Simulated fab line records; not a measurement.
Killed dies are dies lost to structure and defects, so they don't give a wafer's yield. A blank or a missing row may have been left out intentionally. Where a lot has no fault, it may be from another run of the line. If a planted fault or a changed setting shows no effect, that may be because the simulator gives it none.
fab line records	flow n5-finfet
record lots=10	wafers=30	last-day=21
route steps=1938 shown SPACER0@260 SD_EPI_N@271 SD_ACTIVATION@332 BEOL_M4@1111
lots with no fault: from the same line, run without faults
start-h: the number of hours between the record's first day and the start of the first shown wafer of the lot	wait-h: hours since the lot's step before	" unchanged from the row above	L1.1+2: several wafers, shown together as one row	- no value present, or no start provided	* or withheld: withheld	< > ~ a bound
route shown NAME@n: NAME is a module with steps in the file, n the number in the route of the first one	usual: mean/standard deviation of fault-free wafers	same: alike in all rows	chamber/n: place in a boat	sites: each site's reading	_std_site: the standard deviation of these	_edge_site: outer sites' mean less inner sites'	radius-mm: for every site, how far away it sits from the centre of the wafer	mask NAME#n: copy n	behind: the most recent tool/chamber to have shaped the wafer	hold: cause of the lot's hold/its duration in hours/its outcome	device: the n, p or np transistor that did not switch	end of line: the route-end tests of the same wafers	where a step has no rows: the recipe by itself	killed: count of dies lost to structure and defects at first sort (not the wafer's yield)	map: a wafer's dies, marking killed ones x, the rest . and places with no die _
set.NAME: the setting that was run; set.NAME@STEP: the one run at that earlier step	model.NAME: the simulator's own value behind a step, which no gauge read
one table for each step of the route and one row for each wafer, over a sample of lots
services: a tool's chamber out of use, with start hour (start-h, from the record's first day; less than 0 if before it), hours out, and reason
## steps
# step N5_SPACER0_ALD_08
# recipe material=SiNx	target-thk-a=20	temp-c=400	ald-precursor-family=SiH2I2	ald-co-reactant=N2/H2-plasma	pressure-torr=2
# usual heater-power-w=829/92	susceptor-temp-C=400.03/0.23
lot.wafer	tool	chamber	start-h	wait-h	heater-power-w	susceptor-temp-C
L276.2	ald-sin-02	2	60.76	0.1	798	400.13
L276.4	"	1	"	"	804	399.88
L276.6	"	2	"	"	762	400.04
L277.2	ald-sin-02	1	65.23	0.1	795	399.89
L277.3	"	2	"	"	774	400.11
L277.5	"	1	"	"	814	399.85
L281.3	ald-sin-01	3	91.34	0.1	878	400.17
L281.5	"	1	"	"	899	400.31
L281.6	"	2	"	"	861	400.18
L282.3	ald-sin-03	2	94.88	0.1	831	400.26
L282.4	"	0	"	"	981	400.10
L282.6	"	0	"	"	975	400.01
L283.2	ald-sin-03	2	100.97	0.1	826	399.66
L283.3	"	3	"	"	953	399.80
L283.6	"	2	"	"	816	399.84
L288.2	ald-sin-02	3	130.23	0.1	812	399.93
L288.5	"	1	"	"	743	399.89
L288.6	"	0	"	"	624	400.60
L291.3	ald-sin-03	2	151.21	0.1	831	399.79
L291.4	"	1	"	"	896	400.18
L291.5	"	3	"	"	909	399.56
L295.1	ald-sin-03	2	173.93	0.1	834	399.87
L295.2	"	1	"	"	903	400.05
L295.6	"	1	"	"	896	400.63
L296.1	ald-sin-01	2	180.56	0.1	870	400.09
L296.2	"	1	"	"	904	399.93
L296.5	"	0	"	"	751	399.94
L297.4	ald-sin-01	1	186.95	0.1	893	400.53
L297.5	"	0	"	"	735	399.82
L297.6	"	1	"	"	920	400.43
# step N5_SD_EPI_N_OVL_MEAS_10
# recipe points-per-wafer=44
# usual SD_N_BLK_OVL=0.2/0.86
lot.wafer	tool	chamber	start-h	wait-h	SD_N_BLK_OVL[nm]
L276.2	overlay-01	0	61.35	0.0	1.1
L276.4	"	0	"	"	1.4
L276.6	"	0	"	"	2.2
L277.2	overlay-02	0	65.82	0.0	0.0
L277.3	"	0	"	"	-0.1
L277.5	"	0	"	"	-0.3
L281.3	overlay-01	0	91.94	0.0	1.0
L281.5	"	0	"	"	0.7
L281.6	"	0	"	"	1.0
L282.3	overlay-01	0	95.34	0.0	1.0
L282.4	"	0	"	"	0.7
L282.6	"	0	"	"	-0.3
L283.2	overlay-01	0	101.55	0.0	0.2
L283.3	"	0	"	"	0.6
L283.6	"	0	"	"	0.0
L288.2	overlay-02	0	130.82	0.0	-0.4
L288.5	"	0	"	"	0.2
L288.6	"	0	"	"	0.5
L291.3	overlay-02	0	151.80	0.0	0.5
L291.4	"	0	"	"	0.7
L291.5	"	0	"	"	0.4
L295.1	overlay-01	0	174.40	0.0	1.3
L295.2	"	0	"	"	0.4
L295.6	"	0	"	"	1.0
L296.1	overlay-02	0	181.02	0.0	-0.6
L296.2	"	0	"	"	0.5
L296.5	"	0	"	"	0.0
L297.4	overlay-01	0	187.53	0.0	-1.1
L297.5	"	0	"	"	-0.1
L297.6	"	0	"	"	-1.1
# step N5_SD_EPI_N_EPI_21
# recipe material=Si:P	dopant=P	temp-c=680	pressure-torr=255	time-s=690
# usual epi-growth-time-s=690/0	susceptor-temp-C=680.0/0.3
lot.wafer	tool	chamber	start-h	wait-h	epi-growth-time-s	susceptor-temp-C
L276.2	epi-rpcvd-03	0	63.36	0.4	690	679.8
L276.4	"	0	"	"	690	680.0
L276.6	"	0	"	"	690	680.0
L277.2	epi-rpcvd-04	0	68.17	0.4	690	680.1
L277.3	"	0	"	"	690	680.1
L277.5	"	0	"	"	690	680.2
L281.3	epi-rpcvd-02	0	94.23	0.7	690	680.5
L281.5	"	0	"	"	690	680.2
L281.6	"	0	"	"	690	680.7
L282.3	epi-rpcvd-04	0	97.63	0.7	690	679.7
L282.4	"	0	"	"	690	680.4
L282.6	"	0	"	"	690	679.7
L283.2	epi-rpcvd-03	0	103.56	0.4	690	680.0
L283.3	"	0	"	"	690	679.8
L283.6	"	0	"	"	690	679.4
L288.2	epi-rpcvd-02	0	132.83	0.4	690	679.8
L288.5	"	0	"	"	690	679.9
L288.6	"	0	"	"	690	679.8
L291.3	epi-rpcvd-03	0	154.09	0.7	690	679.7
L291.4	"	0	"	"	690	679.4
L291.5	"	0	"	"	745	679.5
L295.1	epi-rpcvd-04	0	176.28	0.1	690	680.1
L295.2	"	0	"	"	690	680.3
L295.6	"	0	177.68	1.4	690	680.0
L296.1	epi-rpcvd-04	0	182.82	0.1	690	680.0
L296.2	"	0	"	"	690	679.6
L296.5	"	0	"	"	690	679.5
L297.4	epi-rpcvd-02	0	190.10	0.9	690	679.5
L297.5	"	0	"	"	690	679.6
L297.6	"	0	"	"	690	679.5
# step N5_SD_EPI_N_INSPECT_26
# recipe inspect-instrument=darkfield	mode=post-epi
# usual raw-defect-count=200/37
lot.wafer	tool	chamber	start-h	wait-h	raw-defect-count
L276.2	defect-inspect-02	-	65.35	0.1	146
L276.4	"	-	"	"	155
L276.6	"	-	"	"	129
L277.2	defect-inspect-01	-	70.16	0.1	147
L277.3	"	-	"	"	135
L277.5	"	-	"	"	179
L281.3	defect-inspect-02	-	96.72	0.1	238
L281.5	"	-	"	"	226
L281.6	"	-	"	"	218
L282.3	defect-inspect-02	-	99.57	0.1	233
L282.4	"	-	"	"	213
L282.6	"	-	"	"	235
L283.2	defect-inspect-02	-	105.60	0.1	183
L283.3	"	-	"	"	227
L283.6	"	-	"	"	233
L288.2	defect-inspect-01	-	134.83	0.1	273
L288.5	"	-	"	"	226
L288.6	"	-	"	"	254
L291.3	defect-inspect-02	-	155.84	0.1	152
L291.4	"	-	"	"	166
L291.5	"	-	"	"	185
L295.1	defect-inspect-01	-	178.67	0.1	213
L295.2	"	-	"	"	257
L295.6	"	-	"	"	189
L296.1	defect-inspect-02	-	185.10	0.1	164
L296.2	"	-	"	"	180
L296.5	"	-	"	"	185
L297.4	defect-inspect-02	-	191.80	0.1	207
L297.5	"	-	"	"	259
L297.6	"	-	"	"	160
# step N5_SD_ACTIVATION_RS_MEAS_03
# recipe thk-meas-gauge=four-point-probe
# usual RS_SD_N=21.89/0.27	RS_SD_P=56.1/0.87
lot.wafer	tool	chamber	start-h	wait-h	RS_SD_N[ohm/sq]	RS_SD_P[ohm/sq]
L276.2	film-metro-02	-	70.00	0.2	22.06	56.6
L276.4	"	-	"	"	21.97	56.3
L276.6	"	-	"	"	21.95	56.7
L277.2	film-metro-02	-	74.93	0.2	21.64	53.7
L277.3	"	-	"	"	21.61	54.9
L277.5	"	-	"	"	21.28	54.6
L281.3	film-metro-02	-	101.27	0.2	21.74	56.8
L281.5	"	-	"	"	21.71	57.7
L281.6	"	-	"	"	21.62	57.5
L282.3	film-metro-01	-	104.25	0.2	21.62	55.9
L282.4	"	-	"	"	21.90	55.8
L282.6	"	-	"	"	21.77	56.4
L283.2	film-metro-02	-	110.16	0.2	22.18	55.5
L283.3	"	-	"	"	21.97	55.6
L283.6	"	-	"	"	22.28	55.5
L288.2	film-metro-01	-	139.58	0.2	22.45	54.9
L288.5	"	-	"	"	21.95	55.6
L288.6	"	-	"	"	22.16	55.7
L291.3	film-metro-02	-	160.53	0.2	21.74	54.8
L291.4	"	-	"	"	22.12	54.9
L291.5	"	-	"	"	20.67	55.0
L295.1	film-metro-02	-	186.17	0.2	21.94	56.5
L295.2	"	-	"	"	21.43	57.2
L295.6	"	-	"	"	21.66	56.1
L296.1	film-metro-01	-	189.77	0.2	21.59	55.8
L296.2	"	-	"	"	21.56	55.8
L296.5	"	-	"	"	21.70	55.6
L297.4	film-metro-02	-	196.89	0.1	22.12	55.5
L297.5	"	-	"	"	22.26	55.1
L297.6	"	-	"	"	22.15	55.5
# step N5_BEOL_M4_RC_MEAS_101
# usual DIBL_N=36.1/2.3	DIBL_P=36/3.2	IOFF_N=0.16/0.045	IOFF_P=0.21/0.049	ION_N=674/14	ION_P=462/8.4	RS_SD_N=28.4/0.36	SS_N=71.6/0.83	SS_P=73.2/0.87	VT_N=249/3.8	VT_P=-250/3.4
lot.wafer	tool	chamber	start-h	wait-h	DIBL_N[mV/V]	DIBL_P[mV/V]	IOFF_N[nA/um]	IOFF_P[nA/um]	ION_N[uA/um]	ION_P[uA/um]	RS_SD_N[ohm/sq]	SS_N[mV/dec]	SS_P[mV/dec]	VT_N[mV]	VT_P[mV]
L277.2	prober-01	0	260.07	0.2	39.1	42	0.22	0.29	686	468	28.1	72.3	74.4	246	-246
L277.3	"	0	"	"	38.2	40	0.20	0.26	679	465	28.0	72.0	73.7	248	-246
L277.5	"	0	"	"	36.7	39	0.19	0.26	695	481	27.8	71.3	73.7	244	-246
L276.2	prober-01	0	266.49	0.2	36.3	33	0.14	0.18	650	449	28.7	71.9	72.9	254	-250
L276.4	"	0	"	"	33.2	30	0.10	0.15	672	459	28.7	71.6	72.3	255	-253
L276.6	"	0	"	"	36.7	35	0.14	0.21	682	470	28.9	72.0	73.0	253	-250
L282.3	prober-02	0	286.86	0.3	34.9	34	0.12	0.15	652	444	28.1	70.7	71.9	253	-255
L282.4	"	0	"	"	36.0	36	0.14	0.19	668	456	28.7	71.9	73.5	251	-255
L282.6	"	0	"	"	34.8	33	0.12	0.15	645	439	28.2	70.9	72.9	254	-257
L281.3	prober-02	0	311.05	0.3	37.8	38	0.18	0.23	684	470	28.3	72.6	73.9	251	-250
L281.5	"	0	"	"	42.2	44	0.31	0.34	692	471	28.3	73.7	76.2	243	-247
L281.6	"	0	"	"	36.9	37	0.17	0.22	694	468	28.3	71.5	73.5	246	-250
L283.2	prober-01	0	313.61	0.2	31.5	30	0.09	0.14	645	446	28.4	70.8	72.5	257	-254
L283.3	"	0	"	"	30.9	30	0.09	0.14	657	456	28.4	69.4	71.8	254	-252
L283.6	"	0	"	"	30.0	29	0.09	0.13	653	455	28.9	69.6	71.3	256	-255
L288.2	prober-02	0	347.82	0.2	36.9	34	0.16	0.20	689	470	29.4	70.9	72.9	249	-247
L288.5	"	0	"	"	38.7	37	0.19	0.24	693	472	28.3	71.8	74.2	243	-245
L288.6	"	0	"	"	39.8	37	0.22	0.24	688	465	29.1	71.8	73.6	243	-247
L291.3	prober-01	0	355.20	0.3	34.4	36	0.14	0.16	672	458	28.6	71.9	72.9	251	-255
L291.4	"	0	"	"	35.0	37	0.14	0.19	678	466	28.9	72.0	73.1	254	-256
L291.5	"	0	"	"	35.4	37	0.15	0.19	677	465	27.2	72.3	73.5	250	-253
L296.1	prober-02	0	364.44	0.0	39.9	39	0.22	0.24	707	474	27.9	72.3	74.2	244	-250
L296.2	"	0	"	"	36.0	34	0.14	0.17	661	450	28.2	70.8	73.0	250	-252
L296.5	"	0	"	"	35.4	33	0.13	0.17	670	460	28.4	70.4	72.0	251	-248
L295.1	prober-02	0	388.83	0.0	40.9	44	0.28	0.38	686	469	28.3	73.0	75.4	241	-241
L295.2	"	0	"	"	40.3	43	0.30	0.36	695	472	27.9	72.4	74.8	239	-240
L295.6	"	0	"	"	39.2	41	0.26	0.31	685	464	28.0	72.8	75.0	243	-243
L297.4	prober-01	0	394.25	0.5	37.5	39	0.20	0.25	683	463	29.0	72.7	73.3	246	-248
L297.5	"	0	"	"	40.1	42	0.24	0.29	679	461	28.9	72.7	74.2	246	-248
L297.6	"	0	"	"	37.4	38	0.19	0.24	681	466	28.9	72.0	73.7	247	-247
## services
tool	chamber	start-h	hours	kind
ald-sin-02	0	59.77	3.7	repair
epi-rpcvd-03	-	66.78	0.7	repair
epi-rpcvd-03	-	72.34	2.8	pm
ald-sin-03	3	78.05	2.7	repair
ald-sin-02	-	81.95	0.8	pm
ald-sin-02	-	85.87	14.0	pm
ald-sin-02	0	85.87	14.0	vent-cycle
ald-sin-02	1	85.87	14.0	vent-cycle
ald-sin-02	2	85.87	14.0	vent-cycle
ald-sin-02	3	85.87	14.0	vent-cycle
ald-sin-02	0	99.87	-	clean
ald-sin-02	1	99.87	-	clean
ald-sin-02	2	99.87	-	clean
ald-sin-02	3	99.87	-	clean
ald-sin-03	0	102.01	11.3	repair
ald-sin-03	0	159.56	17.0	repair
ald-sin-03	-	178.22	14.0	pm
ald-sin-03	0	178.22	14.0	vent-cycle
ald-sin-03	1	178.22	14.0	vent-cycle
ald-sin-03	2	178.22	14.0	vent-cycle
ald-sin-03	3	178.22	14.0	vent-cycle
epi-rpcvd-03	-	186.99	1.9	repair
## key
first-sign step=N5_SD_EPI_N_EPI_21	reading=epi-growth-time-s	direction=up	sigmas=99+	usual=*	struck=*
effect step=N5_SD_ACTIVATION_RS_MEAS_03	reading=RS_SD_N	direction=down	sigmas=4.5	usual=21.89	struck=20.67
effect step=N5_BEOL_M4_RC_MEAS_101	reading=RS_SD_N	direction=down	sigmas=3.3	usual=28.4	struck=27.2
met-at N5_SD_EPI_N_EPI_21
struck-lots L291
struck-wafers L291.5
not-acting-at N5_SPACER0_ALD_08,N5_SD_EPI_N_OVL_MEAS_10,N5_SD_EPI_N_INSPECT_26
onset-between 103.56 154.09
fault kind=process-parameter-drift	tool=epi-rpcvd-03	chamber=-	onset-h=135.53	steps=N5_SD_EPI_N_EPI_21	channel=epi-growth-time-s	offset=*	shape=step	end-h=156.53	scope=struck-wafers-only	acts-in=*	stated=*
